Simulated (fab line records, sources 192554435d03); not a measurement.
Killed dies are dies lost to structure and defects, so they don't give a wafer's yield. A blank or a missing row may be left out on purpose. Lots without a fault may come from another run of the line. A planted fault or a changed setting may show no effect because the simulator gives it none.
Which tool did it? | flow n5_finfet | 24 lots, 72 wafers sampled, at 3 steps of a route of 1938

WHAT THE GAUGES READ, wafer by wafer
N5_BEOL_M7_CD_MEAS_18: pitch 80 nm, target cd 40 nm. Usual: cd_nm 40.0 nm, standard deviation 0.69.
lot  | measured     | on        | cd_nm (nm)     | flag
L074 | day 9 16:02  | cd_sem-01 | 39.0 40.0 39.9 |
L075 | day 9 19:19  | cd_sem-01 | 40.1 40.9 40.6 |
L078 | day 10 10:43 | cd_sem-03 | 40.2 40.7 40.9 |
L076 | day 10 14:26 | cd_sem-02 | 39.6 39.6 38.7 |
L079 | day 10 19:11 | cd_sem-02 | 40.1 39.5 39.4 |
L077 | day 10 22:23 | cd_sem-03 | 39.4 39.9 38.8 |
L080 | day 10 22:57 | cd_sem-01 | 39.7 40.4 39.8 |
L081 | day 10 23:14 | cd_sem-01 | 40.4 39.1 40.3 |
L083 | day 11 16:38 | cd_sem-03 | 40.6 40.2 40.5 |
L082 | day 11 17:32 | cd_sem-03 | 40.1 40.2 40.5 |
L085 | day 11 19:44 | cd_sem-02 | 41.0 41.0 40.9 |
L084 | day 11 23:49 | cd_sem-03 | 39.4 39.8 39.0 |
L087 | day 12 13:51 | cd_sem-02 | 40.2 39.9 40.6 |
L086 | day 12 17:46 | cd_sem-02 | 39.8 39.7 38.7 |
L088 | day 13 03:31 | cd_sem-02 | 40.3 39.0 39.9 |
L090 | day 13 10:30 | cd_sem-01 | 39.6 39.1 40.4 |
L089 | day 13 18:19 | cd_sem-02 | 39.8 39.4 40.9 |
L092 | day 13 18:20 | cd_sem-02 | 39.5 39.6 40.9 |
L091 | day 13 18:58 | cd_sem-02 | 39.6 39.2 38.4 |
L093 | day 13 22:09 | cd_sem-03 | 40.4 40.2 39.8 |
L094 | day 13 22:21 | cd_sem-02 | 40.6 39.7 39.8 |
L096 | day 14 19:58 | cd_sem-02 | 39.8 40.3 39.8 |
L095 | day 14 20:07 | cd_sem-01 | 39.9 42.5 40.1 |
L097 | day 15 02:31 | cd_sem-03 | 40.6 39.6 40.0 |

N5_BEOL_M7_OCD_MEAS_38. Usual: trench_depth_nm 93.3 nm, standard deviation 2.
lot  | measured     | on     | trench_depth_nm (nm) | flag
L074 | day 9 17:33  | ocd-01 | 95.8 92.0 91.1       |
L075 | day 9 20:26  | ocd-01 | 97.6 89.6 89.9       |
L078 | day 10 13:16 | ocd-02 | 91.7 93.3 92.2       |
L076 | day 10 15:31 | ocd-02 | 94.3 92.0 91.9       |
L079 | day 10 21:17 | ocd-01 | 89.4 90.7 89.3       |
L077 | day 11 03:06 | ocd-02 | 92.7 91.7 94.7       |
L080 | day 11 01:53 | ocd-02 | 92.2 96.0 93.3       |
L081 | day 11 02:13 | ocd-02 | 97.3 91.5 97.2       |
L083 | day 11 18:23 | ocd-01 | 92.6 92.6 92.6       |
L082 | day 11 18:58 | ocd-01 | 91.8 96.2 91.1       |
L085 | day 11 21:25 | ocd-01 | 96.8 91.8 93.1       |
L084 | day 12 00:41 | ocd-01 | 92.1 91.4 92.5       |
L087 | day 12 15:54 | ocd-02 | 90.4 96.7 96.1       |
L086 | day 12 21:59 | ocd-02 | 95.5 91.5 95.0       |
L088 | day 13 04:54 | ocd-01 | 94.6 91.6 90.3       |
L090 | day 13 12:05 | ocd-02 | 92.5 96.1 95.5       |
L089 | day 13 20:50 | ocd-01 | 91.6 93.2 93.9       |
L092 | day 13 20:47 | ocd-02 | 94.9 92.9 92.5       |
L091 | day 13 20:56 | ocd-01 | 92.3 91.8 92.5       |
L093 | day 13 23:01 | ocd-02 | 96.1 94.9 96.1       |
L094 | day 13 23:25 | ocd-02 | 93.1 91.8 94.0       |
L096 | day 14 21:48 | ocd-02 | 93.8 94.3 93.2       |
L095 | day 14 21:58 | ocd-01 | 95.9 93.1 93.8       |
L097 | day 15 03:24 | ocd-02 | 91.0 94.1 91.0       |

WHICH TOOL RAN EACH LOT (tool, then ch and the chambers of the sampled wafers, then the start)
lot  | N5_BEOL_M7_TRENCH_ETCH_37
L074 | rie_diel-04 ch 1,2, day 9 17:33 or earlier
L075 | rie_diel-01 ch 2,3, day 9 20:26 or earlier
L078 | rie_diel-04 ch 0,2, day 10 13:16 or earlier
L076 | rie_diel-03 ch 0,1,2, day 10 15:31 or earlier
L079 | rie_diel-01 ch 0,3, day 10 21:17 or earlier
L077 | rie_diel-03 ch 0,2,3, day 11 03:06 or earlier
L080 | rie_diel-03 ch 0,1,2, day 11 01:53 or earlier
L081 | rie_diel-01 ch 0,1,2, day 11 02:13 or earlier
L083 | rie_diel-04 ch 2,3, day 11 18:23 or earlier
L082 | rie_diel-04 ch 0,1,3, day 11 18:58 or earlier
L085 | rie_diel-04 ch 1,2,3, day 11 21:25 or earlier
L084 | rie_diel-04 ch 0,2,3, day 12 00:41 or earlier
L087 | rie_diel-01 ch 0,1, day 12 15:54 or earlier
L086 | rie_diel-01 ch 2,3, day 12 21:59 or earlier
L088 | rie_diel-01 ch 0,2,3, day 13 04:54 or earlier
L090 | rie_diel-01 ch 1,3, day 13 12:05 or earlier
L089 | rie_diel-03 ch 0,1,2, day 13 20:50 or earlier
L092 | rie_diel-04 ch 0,1,3, day 13 20:47 or earlier
L091 | rie_diel-01 ch 0,3, day 13 20:56 or earlier
L093 | rie_diel-04 ch 1,3, day 13 23:01 or earlier
L094 | rie_diel-04 ch 1,3, day 13 23:25 or earlier
L096 | rie_diel-04 ch 1,2, day 14 21:48 or earlier
L095 | rie_diel-03 ch 0,2,3, day 14 21:58 or earlier
L097 | rie_diel-01 ch 0,1,3, day 15 03:24 or earlier
- N5_BEOL_M7_TRENCH_ETCH_37: etches SiCOH lowk in C4F6/O2, target depth 93.478 nm, time 31.2 s.

WHAT THE TOOLS THEMSELVES READ (means of the sampled wafers that have a number; where no wafer has one, the mark that the record gives instead)
N5_BEOL_M7_TRENCH_ETCH_37. Usual: O2_flow_sccm 9.998 sccm, standard deviation 0.03; drypump_motor_current_A 5.7 A, standard deviation 0.33; oes_o_777_au 0.78 a.u., standard deviation 0.071; oes_product_au 0.77 a.u., standard deviation 0.059; rf_vpp_V 671 V, standard deviation 20; showerhead_plenum_p_Torr 2.83 Torr, standard deviation 0.096; throttle_valve_pct 20.94 %, standard deviation 0.27.
lot  | tool        | O2_flow_sccm (sccm) | drypump_motor_current_A (A) | oes_o_777_au (a.u.) | oes_product_au (a.u.) | rf_vpp_V (V) | showerhead_plenum_p_Torr (Torr) | throttle_valve_pct (%) | flag
L074 | rie_diel-04 | 10.030              | 5.9                         | 0.79                | 0.75                  | 661          | 2.72                            | 20.84                  |
L075 | rie_diel-01 | 10.023              | 5.9                         | 0.74                | 0.75                  | 655          | 2.82                            | 21.09                  |
L078 | rie_diel-04 | 10.008              | 5.9                         | 0.77                | 0.75                  | 642          | 2.79                            | 20.89                  |
L076 | rie_diel-03 | 9.997               | 5.6                         | 0.78                | 0.80                  | 686          | 2.96                            | 21.19                  |
L079 | rie_diel-01 | 9.973               | 5.7                         | 0.77                | 0.77                  | 667          | 2.79                            | 20.98                  |
L077 | rie_diel-03 | 9.972               | 5.8                         | 0.77                | 0.76                  | 677          | 2.94                            | 21.28                  |
L080 | rie_diel-03 | 10.021              | 5.6                         | 0.77                | 0.80                  | 686          | 2.96                            | 21.19                  |
L081 | rie_diel-01 | 9.978               | 6.0                         | 0.77                | 0.77                  | 680          | 2.86                            | 20.99                  |
L083 | rie_diel-04 | 10.010              | 5.3                         | 0.73                | 0.73                  | 680          | 2.78                            | 20.62                  |
L082 | rie_diel-04 | 10.009              | 5.5                         | 0.82                | 0.79                  | 667          | 2.81                            | 20.69                  |
L085 | rie_diel-04 | 9.999               | 5.6                         | 0.79                | 0.77                  | 673          | 2.76                            | 20.70                  |
L084 | rie_diel-04 | 9.991               | 5.6                         | 0.75                | 0.74                  | 660          | 2.78                            | 20.76                  |
L087 | rie_diel-01 | 10.007              | 5.9                         | 0.75                | 0.75                  | 684          | 2.78                            | 21.04                  |
L086 | rie_diel-01 | 10.016              | 6.1                         | 0.74                | 0.72                  | 660          | 2.88                            | 21.10                  |
L088 | rie_diel-01 | 9.982               | 5.9                         | 0.76                | 0.75                  | 672          | 2.86                            | 20.99                  |
L090 | rie_diel-01 | 9.993               | 5.8                         | 0.72                | 0.72                  | 668          | 2.72                            | 21.18                  |
L089 | rie_diel-03 | 10.031              | 5.6                         | 0.75                | 0.77                  | 685          | 2.95                            | 21.21                  |
L092 | rie_diel-04 | 10.016              | 5.5                         | 0.80                | 0.78                  | 667          | 2.80                            | 20.70                  |
L091 | rie_diel-01 | 9.982               | 5.7                         | 0.74                | 0.75                  | 667          | 2.78                            | 21.02                  |
L093 | rie_diel-04 | 10.015              | 5.5                         | 0.84                | 0.81                  | 681          | 2.78                            | 20.66                  |
L094 | rie_diel-04 | 9.999               | 5.5                         | 0.84                | 0.80                  | 680          | 2.78                            | 20.65                  |
L096 | rie_diel-04 | 10.012              | 5.9                         | 0.94                | 0.91                  | 668          | 2.93                            | 20.68                  |
L095 | rie_diel-03 | 9.986               | 5.7                         | 0.83                | 0.84                  | 677          | 2.93                            | 21.19                  |
L097 | rie_diel-01 | 9.994               | 5.8                         | 0.73                | 0.73                  | 675          | 2.77                            | 21.06                  |

THE ANSWER, worked out from the rows above alone
Rule: a lot is off if the mean of its wafers that have a number lies more than 3 standard deviations from the usual mean. A lot without any number at a reading at which 4 lots or more have one is off too. The other lots that the step has rows for count as sound. The gauges are gone through in route order, then the tools' own readings, and for those a lot's mean is taken as printed above. The first step at which some lot is off is used, and at that step the reading that is off furthest; a lot without a number counts as furthest.
No lot is off at any reading shown: from this, nothing can be told.

WHAT THE SIMULATOR HAD PUT IN
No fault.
